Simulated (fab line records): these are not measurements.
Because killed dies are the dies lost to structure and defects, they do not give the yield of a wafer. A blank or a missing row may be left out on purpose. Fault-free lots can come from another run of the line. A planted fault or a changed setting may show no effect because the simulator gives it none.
Split-lot trial | flow n5_finfet | route with 1938 steps; 7 lots, 39 wafers read

## THE SPLIT
At N5_BEOL_M15_SPUTTER_43 (material TaN, target thk 15 nm, time 24.19 s), the setting target_thk_a was moved away from the recipe's 150 angstrom on 18 of the 39 wafers read, by -48.3% to +30.3%. The other wafers ran this setting at the recipe's value.

## FROM THE SPLIT TO THE READING: what the file shows between them, 4 steps
- N5_BEOL_M15_SPUTTER_44: material Ta, target thk 15 nm, time 24.19 s
- N5_BEOL_M15_SPUTTER_45: material Cu, target thk 100 nm, time 16.67 s
- N5_BEOL_M15_ECD_47: material Cu, target thk 1860 nm
- N5_BEOL_M15_ANNEAL_48: time 90 s

## THE READING
barrier_field_endpoint_s, in s, at N5_BEOL_M15_CMP_49 (polishes, stops on SiO2, t overpolish 4.9 s, target thk 850 nm). A value of 11.35 s with a standard deviation of 0.27 s is what fault-free wafers of this fab line usually give.

wafer  | tool, chamber at the split | target_thk_a as run, angstrom | against the recipe | barrier_field_endpoint_s, s | against lot-mates on the recipe
L078.1 | pvd_sputter-03, -          | 150                           | recipe             | 11.32                       | -
L078.3 | pvd_sputter-03, -          | 195.5                         | +30.3%             | 12.99                       | +1.73
L078.4 | pvd_sputter-03, -          | 150                           | recipe             | 11.23                       | -
L078.2 | pvd_sputter-03, -          | 195.5                         | +30.3%             | 12.78                       | +1.52
L078.6 | pvd_sputter-03, -          | 195.5                         | +30.3%             | 12.96                       | +1.70
L078.5 | pvd_sputter-03, -          | 150                           | recipe             | 11.22                       | -
L081.2 | pvd_sputter-03, -          | 150                           | recipe             | 11.52                       | -
L081.1 | pvd_sputter-03, -          | 150                           | recipe             | 11.47                       | -
L081.3 | pvd_sputter-03, -          | 150                           | recipe             | 11.13                       | -
L083.3 | pvd_sputter-01, -          | 116.7                         | -22.2%             | 10.32                       | -1.46
L083.2 | pvd_sputter-01, -          | 116.7                         | -22.2%             | 10.13                       | -1.65
L083.1 | pvd_sputter-01, -          | 150                           | recipe             | 11.67                       | -
L083.4 | pvd_sputter-01, -          | 150                           | recipe             | 11.93                       | -
L083.6 | pvd_sputter-01, -          | 116.7                         | -22.2%             | 10.17                       | -1.61
L083.5 | pvd_sputter-01, -          | 150                           | recipe             | 11.73                       | -
L084.2 | pvd_sputter-03, -          | 77.62                         | -48.3%             | 8.72                        | -2.52
L084.4 | pvd_sputter-03, -          | 150                           | recipe             | 11.46                       | -
L084.3 | pvd_sputter-03, -          | 77.62                         | -48.3%             | 8.88                        | -2.36
L084.1 | pvd_sputter-03, -          | 150                           | recipe             | 11.01                       | -
L084.6 | pvd_sputter-03, -          | 150                           | recipe             | 11.25                       | -
L084.5 | pvd_sputter-03, -          | 77.62                         | -48.3%             | 8.55                        | -2.69
L088.2 | pvd_sputter-01, -          | 109.1                         | -27.3%             | 9.72                        | -1.55
L088.3 | pvd_sputter-01, -          | 150                           | recipe             | 11.27                       | -
L088.1 | pvd_sputter-01, -          | 150                           | recipe             | 11.34                       | -
L088.4 | pvd_sputter-01, -          | 109.1                         | -27.3%             | 9.85                        | -1.42
L088.5 | pvd_sputter-01, -          | 109.1                         | -27.3%             | 9.72                        | -1.55
L088.6 | pvd_sputter-01, -          | 150                           | recipe             | 11.19                       | -
L087.3 | pvd_sputter-01, -          | 104.6                         | -30.3%             | 9.58                        | -2.02
L087.4 | pvd_sputter-01, -          | 104.6                         | -30.3%             | 9.72                        | -1.88
L087.1 | pvd_sputter-01, -          | 104.6                         | -30.3%             | 9.51                        | -2.09
L087.2 | pvd_sputter-01, -          | 150                           | recipe             | 11.71                       | -
L087.6 | pvd_sputter-01, -          | 150                           | recipe             | 11.36                       | -
L087.5 | pvd_sputter-01, -          | 150                           | recipe             | 11.73                       | -
L096.3 | pvd_sputter-03, -          | 150                           | recipe             | 11.50                       | -
L096.2 | pvd_sputter-03, -          | 96.28                         | -35.8%             | 9.27                        | -2.08
L096.1 | pvd_sputter-03, -          | 150                           | recipe             | 11.12                       | -
L096.4 | pvd_sputter-03, -          | 150                           | recipe             | 11.43                       | -
L096.6 | pvd_sputter-03, -          | 96.28                         | -35.8%             | 9.59                        | -1.76
L096.5 | pvd_sputter-03, -          | 96.28                         | -35.8%             | 9.18                        | -2.17

FIT RESULTS
A straight line over all 39 wafers: barrier_field_endpoint_s changes by +0.0554 s for each +1% of target_thk_a; r = +0.98; the points scatter about the line by 0.2 s.
The same after taking each lot's own level away (the mean of its wafers on the recipe; 39 wafers): +0.0562 s for each +1%; r = +0.99; scatter 0.19 s.
On that fit, the largest move of target_thk_a shifts the reading by 2.7 s.
From 11.240 to 11.777 s: that is the span of the lots' own levels, equal to 2.0 times the standard deviation above.
Consequently the slope shifts little with the lot-to-lot level, the two slopes agreeing.
Check: -2.77 s against its lot-mates is what the line predicts for one of the wafers moved furthest among these (-48.3%) when that wafer is left out of the fit. Against them it came out at -2.52 s.

## OTHER SPLITS APPLIED TO THESE WAFERS
Note: prior to the reading, these wafers also went through further splits. Each is held against what the fit with the lots' levels taken away leaves over:
other split on the same wafers   | wafers away from the commonest value | r with barrier_field_endpoint_s (lot level and that fit taken away)
N5_BEOL_M6_TRENCH_ETCH_37 time_s | 12                                   | +0.26
N5_BEOL_M14_ETCH_59 time_s       | 15                                   | -0.01

## THE WHOLE CHAIN: every reading that the file lists as answering this split, in the file's order
step                   | what it does                                                   | reading                                                                            | change (the file's fit)               | r (the file's)
N5_BEOL_M15_SPUTTER_43 | material TaN, target thk 15 nm, time 24.19 s                   | TaN_of_BEOL_M15_SPUTTER_43.thk_nm (the simulator's own value, which no gauge read) | +0.15 nm for each +1% of the setting  | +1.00
N5_BEOL_M15_CMP_49     | polishes, stops on SiO2, t overpolish 4.9 s, target thk 850 nm | barrier_field_endpoint_s                                                           | +0.0569 s for each +1% of the setting | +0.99

## FILE'S OWN FIT
barrier_field_endpoint_s changes by +0.0569 s for each +1% of target_thk_a, r = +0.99.
